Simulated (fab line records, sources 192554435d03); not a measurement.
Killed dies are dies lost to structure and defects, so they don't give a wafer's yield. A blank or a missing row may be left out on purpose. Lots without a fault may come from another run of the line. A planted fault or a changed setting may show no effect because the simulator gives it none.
fab line records | flow n5_finfet
record lots=6 wafers=18 last_day=16
route steps=1938 shown GATE_CUT@499 BEOL_M4@1111 PASSIVATION@1936
lots that met no fault: from a run of the same line without faults
start_h: hours from the record's first day to the start of the lot's first wafer shown | wait_h: hours since the lot's step before | " the same as in the row above | L1.1+2: a row that stands for several wafers | - no value, or no start given | * or withheld: withheld | < > ~ a bound
route shown NAME@n: a module of which the file shows steps, and the number in the route of the first | usual: mean/standard deviation of fault-free wafers | same: alike in all rows | chamber/n: place in a boat | sites: the reading at each site | _std_site: their standard deviation | _edge_site: outer sites' mean less inner sites' | radius_mm: how far each site lies from the wafer's centre | mask NAME#n: copy n | behind: the tool/chamber that last shaped the wafer | hold: why the lot was held/for how many hours/how that ended | device: the transistor (n, p or np) that didn't switch | end of line: the same wafers' tests at the end of the route | a step without rows: its recipe alone | killed: dies lost to structure and defects at the first sort, not the wafer's yield | map: a wafer's dies, x killed, . not, _ none there
set.NAME: the setting as run; set.NAME@STEP: as run at that earlier step | model.NAME: the simulator's own value behind a step, which no gauge read
lots at some steps of the route; a table a step, a row a wafer
services: from which hour (start_h, from the record's first day; less than 0 if before it) a tool's chamber was out of use, for how many hours, and why
## steps
# step N5_GATE_CUT_ETCH_19
# recipe chemistry=CH3F/O2 target=SiNx mask_material=SiO2 target_depth_a=537 time_s=76.7 pressure_mtorr=30 source_w=395 bias_w=73 Ar_flow_sccm=150 CH3F_flow_sccm=30 O2_flow_sccm=20 ion_energy_ev=120 ends=cleared
# usual CH3F_flow_sccm=30.00/0.09 O2_flow_sccm=19.99/0.069 drypump_motor_current_A=5.8/0.39 etch_rf_on_time_s=77.4/1.5 oes_f_703_au=0.75/0.066 oes_product_au=0.63/0.05 rf_vpp_V=297/3.9 showerhead_plenum_p_Torr=1.97/0.067 throttle_valve_pct=16.46/0.21
# columns lot.wafer tool chamber start_h wait_h CH3F_flow_sccm O2_flow_sccm drypump_motor_current_A etch_rf_on_time_s oes_f_703_au oes_product_au rf_hours_counter_h rf_vpp_V showerhead_plenum_p_Torr throttle_valve_pct
L351.1 rie_diel-05 3 110.88 0.0 29.93 20.00 6.1 77.1 0.73 0.61 189 307 2.08 16.56
L351.5 " 3 " " 30.03 19.96 6.2 76.7 0.72 0.61 - 306 2.08 16.55
L351.6 " 2 " " 29.98 19.94 6.2 75.9 0.72 0.60 - 304 1.90 16.15
L355.2 rie_diel-06 3 135.85 0.0 30.03 19.79 6.2 77.3 0.75 0.64 146 297 2.00 16.72
L355.3 " 0 " " 29.83 19.98 5.7 78.2 0.77 0.65 147 293 2.01 16.49
L355.6 " 1 " " 29.99 20.06 5.2 77.1 0.73 0.61 - 295 1.97 16.16
L360.2 rie_diel-05 2 164.81 0.0 30.14 20.15 6.2 76.2 0.70 0.60 223 304 1.90 16.19
L360.4 " 1 " " 29.95 19.94 6.0 76.0 0.78 0.64 170 295 1.99 16.24
L360.5 " 3 " " 29.94 20.12 6.1 77.1 0.71 0.59 - 307 2.07 16.59
L361.3 rie_diel-06 2 172.39 0.0 29.90 19.93 5.6 75.8 0.82 0.67 139 292 1.84 16.48
L361.5 " 0 " " 29.92 20.00 5.6 79.9 0.76 0.63 - 293 2.00 16.51
L361.6 " 1 " " 29.89 20.04 5.2 78.6 0.73 0.60 - 294 1.97 16.16
L365.1 rie_diel-01 3 197.55 0.0 30.08 20.12 5.6 77.6 0.75 0.61 196 297 2.08 16.66
L365.5 " 1 " " 29.97 19.97 6.1 80.7 0.70 0.59 - 298 1.98 16.60
L365.6 " 0 " " 30.16 19.93 6.2 77.1 0.70 0.60 - 295 1.90 16.50
L366.1 rie_diel-05 3 200.06 0.0 30.02 20.11 6.1 77.8 0.70 0.58 217 305 2.07 16.60
L366.2 " 2 " " 30.04 19.96 6.2 76.4 0.69 0.59 234 304 1.89 16.20
L366.3 " 2 " " 29.86 19.97 6.2 76.0 0.70 0.58 - 303 1.89 16.21
# step N5_GATE_CUT_CUT_ETCH_53
# recipe chemistry=SF6/Cl2 target=W mask_material=SiO2 target_depth_a=792 pressure_mtorr=8 icp_w=900 bias_w=80 SF6_flow_sccm=40 Cl2_flow_sccm=60 ends=cleared
# step N5_GATE_CUT_CUT_ETCH_54
# recipe chemistry=Cl2/BCl3 target=TiN mask_material=SiO2 target_depth_a=967 pressure_mtorr=10 icp_w=1000 bias_w=126 Cl2_flow_sccm=53.25 bcl3_flow_sccm=21.75 Ar_flow_sccm=25 ends=cleared
# usual drypump_motor_current_A=5.8/0.42 etch_rf_on_time_s=36.1/0.43 he_backside_leak_sccm=3.4/0.41 oes_product_au=0.72/0.077 throttle_valve_pct=22.39/0.12
# columns lot.wafer tool chamber start_h wait_h drypump_motor_current_A etch_rf_on_time_s he_backside_leak_sccm oes_product_au rf_hours_counter_h throttle_valve_pct
L351.1 rie_metal-03 1 111.05 0.0 6.0 36.0 3.1 0.73 36 22.50
L351.5 " 0 " " 6.4 36.0 3.7 0.61 - 22.43
L351.6 " 1 " " 6.0 35.7 3.1 0.73 - 22.50
L355.2 rie_metal-02 0 136.01 0.0 5.2 35.4 3.3 0.72 34 22.21
L355.3 " 0 " " 5.2 35.6 3.3 0.72 - 22.22
L355.6 " 0 " " 5.2 35.4 3.4 0.71 - 22.21
L360.2 rie_metal-01 0 164.98 0.0 5.4 36.8 3.4 0.67 52 22.54
L360.4 " 1 " " 6.2 37.1 3.1 0.72 - 22.54
L360.5 " 1 " " 6.1 36.5 3.3 0.73 - 22.54
L361.3 rie_metal-01 1 172.57 0.0 6.2 36.7 3.3 0.72 - 22.54
L361.5 " 0 " " 5.4 36.7 3.4 0.67 - 22.53
L361.6 " 1 " " 6.2 36.6 3.2 0.72 - 22.53
L365.1 rie_metal-02 1 197.72 0.0 5.8 36.6 3.5 0.80 8 22.35
L365.5 " 0 " " 5.2 36.0 3.5 0.70 - 22.22
L365.6 " 1 " " 5.8 36.5 3.3 0.81 - 22.35
L366.1 rie_metal-02 1 200.28 0.0 5.7 36.1 3.5 0.81 8 22.34
L366.2 " 0 " " 5.2 35.7 3.4 0.69 39 22.22
L366.3 " 0 " " 5.2 35.3 3.2 0.70 - 22.22
# step N5_GATE_CUT_CUT_ETCH_55
# recipe chemistry=BCl3 target=HfO2 mask_material=SiO2 target_depth_a=32 ion_energy_ev=30 pressure_mtorr=5 icp_w=450 bias_w=18 bcl3_flow_sccm=80
# usual drypump_motor_current_A=5.8/0.43 he_backside_leak_sccm=3.36/0.23 oes_product_au=0.79/0.087 throttle_valve_pct=33.2/0.38
# columns lot.wafer tool chamber start_h wait_h drypump_motor_current_A he_backside_leak_sccm oes_product_au rf_hours_counter_h throttle_valve_pct
L351.1 rie_metal-03 1 111.11 0.0 6.0 3.11 0.80 37 33.6
L351.5 " 0 " " 6.4 3.72 0.68 - 33.5
L351.6 " 1 " " 6.0 3.13 0.80 - 33.6
L355.2 rie_metal-02 0 136.07 0.0 5.2 3.51 0.79 34 32.8
L355.3 " 0 " " 5.2 3.40 0.79 - 32.8
L355.6 " 0 " " 5.2 3.49 0.78 - 32.8
L360.2 rie_metal-01 0 165.04 0.0 5.5 3.32 0.74 52 33.4
L360.4 " 1 " " 6.2 3.53 0.81 - 33.2
L360.5 " 1 " " 6.2 3.25 0.81 - 33.2
L361.3 rie_metal-01 1 172.62 0.0 6.2 2.96 0.81 - 33.2
L361.5 " 0 " " 5.4 3.30 0.74 - 33.4
L361.6 " 1 " " 6.2 3.03 0.81 - 33.2
L365.1 rie_metal-02 1 197.78 0.0 5.7 3.22 0.88 8 32.7
L365.5 " 0 " " 5.2 3.30 0.77 - 32.9
L365.6 " 1 " " 5.7 3.20 0.89 - 32.7
L366.1 rie_metal-02 1 200.34 0.0 5.8 3.37 0.90 8 32.7
L366.2 " 0 " " 5.2 3.37 0.78 40 32.8
L366.3 " 0 " " 5.2 3.39 0.77 - 32.8
# step N5_GATE_CUT_ETCH_47
# recipe chemistry=Cl2/BCl3 target=SiO2 target_depth_a=100 pressure_mtorr=10 icp_w=1000 bias_w=126 Cl2_flow_sccm=53.25 bcl3_flow_sccm=21.75 Ar_flow_sccm=25
# usual drypump_motor_current_A=5.8/0.42 he_backside_leak_sccm=3.40/0.24 oes_product_au=0.79/0.086 throttle_valve_pct=22.94/0.12
# columns lot.wafer tool chamber start_h wait_h drypump_motor_current_A he_backside_leak_sccm oes_product_au rf_hours_counter_h throttle_valve_pct
L351.1 rie_metal-03 1 111.14 0.0 6.0 3.11 0.79 37 23.06
L351.5 " 0 " " 6.4 3.76 0.68 - 22.98
L351.6 " 1 " " 6.0 3.06 0.80 - 23.08
L355.2 rie_metal-02 0 136.10 0.0 5.2 3.25 0.79 34 22.75
L355.3 " 0 " " 5.2 3.47 0.78 - 22.76
L355.6 " 0 " " 5.2 3.16 0.79 - 22.77
L360.2 rie_metal-01 0 165.07 0.0 5.5 3.44 0.75 52 23.08
L360.4 " 1 " " 6.2 3.32 0.81 - 23.07
L360.5 " 1 " " 6.2 3.36 0.81 - 23.07
L361.3 rie_metal-01 1 172.65 0.0 6.2 2.95 0.80 - 23.07
L361.5 " 0 " " 5.5 3.35 0.74 - 23.08
L361.6 " 1 " " 6.1 3.05 0.82 - 23.07
L365.1 rie_metal-02 1 197.81 0.0 5.7 3.40 0.89 8 22.88
L365.5 " 0 " " 5.2 3.55 0.78 - 22.78
L365.6 " 1 " " 5.8 3.58 0.89 - 22.88
L366.1 rie_metal-02 1 200.37 0.0 5.7 3.59 0.89 8 22.89
L366.2 " 0 " " 5.2 3.51 0.78 40 22.78
L366.3 " 0 " " 5.2 3.67 0.78 - 22.75
# step N5_GATE_CUT_VAPOR_ETCH_48
# recipe chemistry=BCl3/Cl2 target=TiN mode=isotropic
# usual drypump_motor_current_A=5.8/0.42 he_backside_leak_sccm=3.4/0.31 oes_product_au=0.79/0.087
# columns lot.wafer tool chamber start_h wait_h drypump_motor_current_A he_backside_leak_sccm oes_product_au
L351.1 rie_metal-03 1 111.17 0.0 6.0 3.0 0.80
L351.5 " 0 " " 6.4 3.6 0.68
L351.6 " 1 " " 6.0 3.0 0.81
L355.2 rie_metal-02 0 136.13 0.0 5.2 3.2 0.79
L355.3 " 0 " " 5.2 3.3 0.79
L355.6 " 0 " " 5.2 3.3 0.79
L360.2 rie_metal-01 0 165.10 0.0 5.4 3.5 0.73
L360.4 " 1 " " 6.2 3.0 0.82
L360.5 " 1 " " 6.1 3.2 0.81
L361.3 rie_metal-01 1 172.68 0.0 6.1 3.3 0.80
L361.5 " 0 " " 5.5 3.2 0.73
L361.6 " 1 " " 6.1 3.5 0.81
L365.1 rie_metal-02 1 197.84 0.0 5.8 3.3 0.91
L365.5 " 0 " " 5.2 3.2 0.77
L365.6 " 1 " " 5.7 3.3 0.89
L366.1 rie_metal-02 1 200.40 0.0 5.8 3.5 0.89
L366.2 " 0 " " 5.2 3.5 0.78
L366.3 " 0 " " 5.2 3.1 0.78
# step N5_GATE_CUT_VAPOR_ETCH_49
# recipe chemistry=BCl3/Cl2 target=TiAlC mode=isotropic
# step N5_GATE_CUT_VAPOR_ETCH_51
# recipe chemistry=BCl3/Cl2 target=HfO2 mode=isotropic
# step N5_GATE_CUT_STRIP_21
# recipe chemistry=N2/H2 time_s=30 power_w=1000 temp_c=250 pressure_mtorr=withheld n2_flow_sccm=1750 h2_flow_sccm=3250
# step N5_GATE_CUT_STRIP_29
# recipe chemistry=post_etch_residue_remover time_s=60 temp_c=25 remover_ph=withheld remover_water_wt_pct=withheld remover_fluoride_wt_pct=withheld
# step N5_GATE_CUT_SRD_52
# recipe dry=ipa_marangoni time_s=30 temp_c=23 rinse_liquid=diw
# step N5_GATE_CUT_ALD_22
# recipe material=SiNx target_thk_a=160 temp_c=400 ald_precursor_family=SiH2I2 ald_co_reactant=N2/H2-plasma pulse_time_s=1 ald_cycles=320 purge_time_s=2 co_reactant_purge_time_s=2 pressure_torr=2
# step N5_GATE_CUT_CMP_23
# recipe stop_on=SiO2 t_overpolish_s=23.4 post_cmp_clean=alkaline_brush down_force_psi=2.5 platen_rpm=51.8 pad_velocity_m_s=1.0307 target_thk_nm=16
# usual head_pressure_psi=2.500/0.0053 motor_current_A=8.9/0.9 overpolish_run_s=23.402/0.009 time_to_endpoint_s=19.5/1.9
# columns lot.wafer tool chamber start_h wait_h head_pressure_psi motor_current_A overpolish_run_s time_to_endpoint_s
L351.1 cmp-04 0 112.96 0.8 2.501 8.1 23.396 17.3
L351.6 " 3 " " 2.501 9.9 23.408 21.6
L351.5 " 0 " " 2.498 8.6 23.392 20.2
L355.3 cmp-01 0 137.92 0.8 2.500 7.3 23.389 18.3
L355.2 " 2 " " 2.502 9.0 23.398 19.4
L355.6 " 1 " " 2.505 9.9 23.393 19.5
L360.2 cmp-01 2 166.93 0.8 2.615 9.3 23.405 18.4
L360.4 " 3 " " 2.619 8.5 23.404 20.4
L360.5 " 1 " " 2.620 10.3 23.400 19.2
L361.3 cmp-01 1 174.69 0.8 2.611 9.9 23.403 20.8
L361.5 " 1 " " 2.616 9.3 23.402 16.4
L361.6 " 2 " " 2.619 9.8 23.403 19.1
L365.1 cmp-02 0 199.67 0.8 2.496 9.2 23.405 17.6
L365.6 " 2 " " 2.498 10.4 23.415 20.9
L365.5 " 3 " " 2.495 7.4 23.396 17.7
L366.3 cmp-04 0 202.40 0.8 2.496 8.5 23.396 20.3
L366.2 " 1 " " 2.495 9.0 23.418 24.2
L366.1 " 2 " " 2.497 9.2 23.385 15.8
# step N5_GATE_CUT_THK_MEAS_24
# recipe reads=SiO2_of_GATE_CUT_HM_DEP_46+SiO2_flowable_of_ILD0_FCVD_FILL_01
# usual GC_FILL_THK=220.2/1.9
# columns lot.wafer tool chamber start_h wait_h GC_FILL_THK[nm]
L351.1 film_metro-02 - 113.22 - 218.5
L351.5 " - " " 220.4
L351.6 " - " " 223.5
L355.2 film_metro-02 - 138.22 - 221.1
L355.3 " - " " 222.2
L355.6 " - " " 225.1
L360.2 film_metro-02 - 167.15 - 216.8
L360.4 " - " " 222.0
L360.5 " - " " 221.0
L361.3 film_metro-01 - 174.98 - 219.0
L361.5 " - " " 221.6
L361.6 " - " " 220.6
L365.1 film_metro-01 - 199.89 - 218.5
L365.5 " - " " 221.4
L365.6 " - " " 222.8
L366.1 film_metro-02 - 202.69 - 218.3
L366.2 " - " " 218.0
L366.3 " - " " 219.3
# step N5_BEOL_M4_RC_MEAS_101
# usual DIBL_N=36.0/1.7 DIBL_P=35.8/2 IOFF_N=0.15/0.03 IOFF_P=0.20/0.037 ION_N=670/12 ION_P=460/7.2 SS_N=71.5/0.68 SS_P=73.2/0.65 VT_N=250/3.1 VT_P=-251/3.4
# columns lot.wafer tool chamber start_h wait_h DIBL_N[mV/V] DIBL_P[mV/V] IOFF_N[nA/um] IOFF_P[nA/um] ION_N[uA/um] ION_P[uA/um] SS_N[mV/dec] SS_P[mV/dec] VT_N[mV] VT_P[mV]
L351.1 prober-01 0 195.27 0.0 35.5 34.8 0.16 0.23 680 469 71.9 74.0 248 -245
L351.5 " 0 " " 38.2 36.7 0.20 0.28 659 462 72.4 73.9 248 -245
L351.6 " 0 " " 37.1 35.7 0.18 0.25 683 476 71.6 73.4 247 -245
L355.2 prober-01 0 219.90 0.2 40.2 40.8 0.23 0.28 688 470 73.2 74.2 246 -245
L355.3 " 0 " " 35.4 33.6 0.12 0.17 667 458 71.3 73.4 255 -254
L355.6 " 0 " " 37.1 38.4 0.17 0.24 680 463 72.0 73.3 253 -248
L360.2 prober-01 0 255.17 0.2 34.9 33.4 0.12 0.16 661 460 71.3 72.5 253 -253
L360.4 " 0 " " 36.6 35.5 0.14 0.19 663 456 71.4 73.0 251 -250
L360.5 " 0 " " 36.3 35.3 0.14 0.19 667 458 72.2 73.2 252 -251
L361.3 prober-02 0 262.19 0.3 36.8 37.2 0.16 0.18 678 457 71.9 72.5 249 -254
L361.5 " 0 " " 36.6 38.0 0.16 0.21 671 464 72.1 73.4 251 -251
L361.6 " 0 " " 36.4 36.4 0.15 0.19 678 463 72.2 73.1 248 -251
L365.1 prober-01 0 274.39 0.0 36.4 38.1 0.17 0.19 674 454 71.5 73.0 248 -254
L365.5 " 0 " " 34.4 34.9 0.14 0.15 658 448 70.8 72.8 253 -256
L365.6 " 0 " " 33.5 34.8 0.11 0.15 668 452 70.2 73.1 256 -256
L366.1 prober-01 0 289.71 0.0 37.4 37.5 0.18 0.23 674 459 72.0 74.2 250 -249
L366.2 " 0 " " 36.3 36.2 0.16 0.21 668 460 71.3 73.2 250 -250
L366.3 " 0 " " 37.6 38.9 0.20 0.26 684 468 71.2 75.0 245 -248
# step N5_PASSIVATION_PROBE_49
# usual defect_limited_yield=91.4/1.5 killed_at_M0_to_M3=32/9.8 killed_at_M4_up=15/5.6 killed_at_contacts=12/5.4 killed_at_front_end=40/13 killed_at_other=3.0/2.1 killed_dies=102/17 killed_open=67/13 killed_short=32/7.1 sort_bin_5_function=5.1/0.96 sort_bin_6_memory=3.2/0.7 sort_n_pass=1078/18 sort_yield_pct=91.3/1.5
# same gross_dies=1180 killed_at_back_side=0 sort_bin_4_leakage[%]=0 sort_bin_8_speed[%]=0
# columns lot.wafer tool chamber start_h wait_h defect_limited_yield[%] killed_at_M0_to_M3 killed_at_M4_up killed_at_contacts killed_at_front_end killed_at_other killed_dies killed_open killed_short sort_bin_5_function[%] sort_bin_6_memory[%] sort_n_pass sort_yield_pct[%]
L351.1 prober-01 - 312.30 0.0 93.1 27 12 10 30 2 81 55 24 4.2 2.2 1099 93.1
L351.5 prober-01 - 312.50 0.2 92.5 29 12 5 39 3 88 58 25 4.3 3.1 1092 92.5
L351.6 prober-01 - 312.55 0.3 92.4 21 12 6 51 0 90 51 29 4.4 2.3 1090 92.4
L361.3 prober-01 - 375.81 0.1 91.4 37 18 7 37 2 101 63 33 4.2 4.1 1079 91.4
L361.5 prober-01 - 375.91 0.2 90.1 37 19 3 57 1 117 72 42 6.4 3.0 1063 90.1
L361.6 prober-01 - 375.96 0.3 91.4 29 22 12 37 1 101 72 28 4.6 3.4 1079 91.4
# killed by level:class
L351.1 BEOL_M1:geometric_particle:open=11 MOL_CONTACT_COAG:geometric_particle:open=8 DUMMY_GATE:geometric_particle:open=5 BEOL_M4:geometric_particle:open=5 STARTING-WAFER:geometric_particle:open=5 FIN_CUT:geometric_particle:short=4 BEOL_M1:geometric_particle:short=4 BEOL_M3:geometric_particle:open=4
L351.5 BEOL_M1:geometric_particle:open=8 FIN_SAQP:geometric_particle:open=6 FIN_SAQP:geometric_particle:short=6 BEOL_M0:geometric_particle:open=6 STI_FIN_REVEAL:geometric_particle:open=5 MOL_CONTACT_COAG:geometric_particle:open=5 BEOL_M2:geometric_particle:open=5 BEOL_M4:geometric_particle:open=5
L351.6 FIN_SAQP:geometric_particle:open=11 HKMG_FIN:area_etch=7 STI_FIN_REVEAL:geometric_particle:open=6 GATE_CUT:geometric_particle:short=5 BEOL_M1:geometric_particle:short=5 BEOL_M4:geometric_particle:open=5 BEOL_M0_SAQP:geometric_particle:open=4 GATE_CUT:geometric_particle:open=4
L361.3 FIN_SAQP:geometric_particle:open=11 BEOL_M0_SAQP:geometric_particle:open=11 BEOL_M3:geometric_particle:open=8 FIN_SAQP:geometric_particle:short=7 BEOL_M0_SAQP:geometric_particle:short=6 BEOL_M1:geometric_particle:open=6 GATE_CUT:geometric_particle:short=5 MOL_CONTACT_COAG:geometric_particle:open=5
L361.5 FIN_SAQP:geometric_particle:open=12 GATE_CUT:geometric_particle:short=10 BEOL_M3:geometric_particle:open=9 STI_FIN_REVEAL:geometric_particle:open=7 FIN_SAQP:geometric_particle:short=6 BEOL_M5:geometric_particle:open=6 BEOL_M0_SAQP:geometric_particle:open=6 STARTING-WAFER:geometric_particle:short=5
L361.6 BEOL_M4:geometric_particle:open=14 MOL_CONTACT_COAG:geometric_particle:open=11 STI_FIN_REVEAL:geometric_particle:open=9 BEOL_M0_SAQP:geometric_particle:open=8 FIN_SAQP:geometric_particle:open=7 FIN_SAQP:geometric_particle:short=7 BEOL_M0_SAQP:geometric_particle:short=7 BEOL_M3:geometric_particle:open=5
## services
# columns tool chamber start_h hours kind
cmp-04 - 97.58 0.8 repair
cmp-01 - 100.42 13.8 pm
rie_diel-06 0 101.16 4.5 repair
cmp-02 - 113.09 4.0 pm
cmp-02 - 117.09 - consumable_replace:conditioner
rie_metal-03 0 119.79 21.1 repair
cmp-01 - 121.61 1.0 repair
rie_diel-01 3 123.80 3.1 repair
cmp-02 - 126.03 1.2 repair
cmp-04 - 128.05 1.6 repair
cmp-01 - 147.65 1.7 repair
rie_metal-01 - 154.78 0.8 repair
cmp-04 - 168.60 0.6 repair
cmp-04 - 176.36 1.2 repair
cmp-01 - 180.66 6.0 pm
rie_diel-06 0 190.33 6.5 repair
rie_diel-05 0 192.88 - clean
rie_diel-05 0 192.88 - consumable_replace:focus_ring
rie_diel-05 0 192.88 - consumable_replace:showerhead
rie_diel-05 0 192.88 15.2 scheduled_down
rie_diel-05 0 192.88 15.2 vent_cycle
rie_diel-06 2 195.78 28.7 repair
rie_metal-03 - 196.00 0.4 repair
rie_diel-05 1 197.55 24.1 repair
## key
first_sign step=N5_GATE_CUT_CMP_23 reading=head_pressure_psi direction=up sigmas=22 usual=2.500 struck=2.617
effect none on later readings
met_at N5_GATE_CUT_CMP_23
struck_wafers L360.2,L360.4,L360.5,L361.3,L361.5,L361.6
onset_between 137.92 166.93
fault kind=process_parameter_drift tool=cmp-01 chamber=- onset_h=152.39 steps=N5_GATE_CUT_CMP_23 channel=down_force_psi offset=0.11463 shape=step end_h=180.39 acts_in=these_recipes_only stated=2.5
